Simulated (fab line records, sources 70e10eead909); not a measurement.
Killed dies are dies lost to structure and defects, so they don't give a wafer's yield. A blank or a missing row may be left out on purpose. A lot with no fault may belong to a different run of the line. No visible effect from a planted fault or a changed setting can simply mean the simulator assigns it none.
A single fault, viewed from 2 desks ; flow nand harc ; what lay behind the numbers comes last; until then each desk has only its own

== METROLOGY DESK ==
Lot by lot, what the gauges showed, no matter which tool ran the lot: averages of those sampled wafers that carry a number. A lot is out of limits, marked OUT, if its mean lies more than 4 standard deviations from the usual mean; the brackets give that distance.
Columns: A = cd nm at NHARC_A_BLC_CD_MEAS_10, usual 100.1 nm
lot;first seen here;A
L604;day 22 23:44;100.1
L607;day 23 07:28;100.4
L609;day 24 20:32;99.7
L612;day 26 14:19;104.2 (+8.1) OUT
L613;day 26 17:01;101.5
L617;day 28 13:09;100.3
L621;day 29 17:04;99.4
L620;day 29 18:38;100.1
L622;day 30 12:19;100.0
L623;day 30 12:44;99.8
L624;day 31 03:57;100.0
L626;day 32 16:40;100.0
This desk's verdict: out of limits on L612, starting with L612 at day 26 14:19 (cd nm at NHARC_A_BLC_CD_MEAS_10). In limits: L604, L607, L609, L613, L617, L621, L620, L622, L623, L624, L626.

== AT THE TOOL OWNER'S DESK: litho track-01 ==
The tool's own readings at NHARC_A_BLC_PEB_08 (peb time 65 s): means of the sampled wafers that have a number, for each lot that ran on this tool. A lot is out of limits, marked OUT, if its mean lies more than 4 standard deviations from the usual mean; the brackets give that distance.
Columns: A = exhaust pa at NHARC_A_BLC_PEB_08, usual 44.9 Pa
lot;first seen here;A
L604;day 22 23:39;44.6
L607;day 23 07:23;44.7
L612;day 26 14:14;44.5
L613;day 26 16:56;44.3
L622;day 30 12:14;44.7
L623;day 30 12:40;44.3
L624;day 31 03:53;45.7
Result from this desk: across the 7 lots, nothing is out of limits.

== TAKEN TOGETHER ==
The metrology desk could have raised an alarm at day 26 14:19, on L612.
The desk of the tool owner found nothing out of limits.
Tool owner's desk: L612 on record, inside its limits.
NHARC_A_BLC_PEB_08 was run on litho track-01 by each of the lots named.

== WHAT HAD BEEN PUT IN BY THE SIMULATOR ==
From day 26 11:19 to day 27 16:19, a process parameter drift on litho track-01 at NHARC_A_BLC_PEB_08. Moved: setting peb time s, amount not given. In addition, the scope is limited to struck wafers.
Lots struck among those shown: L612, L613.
Delay in hours, fault start to first out-of-limits reading, per desk: metrology desk 3.
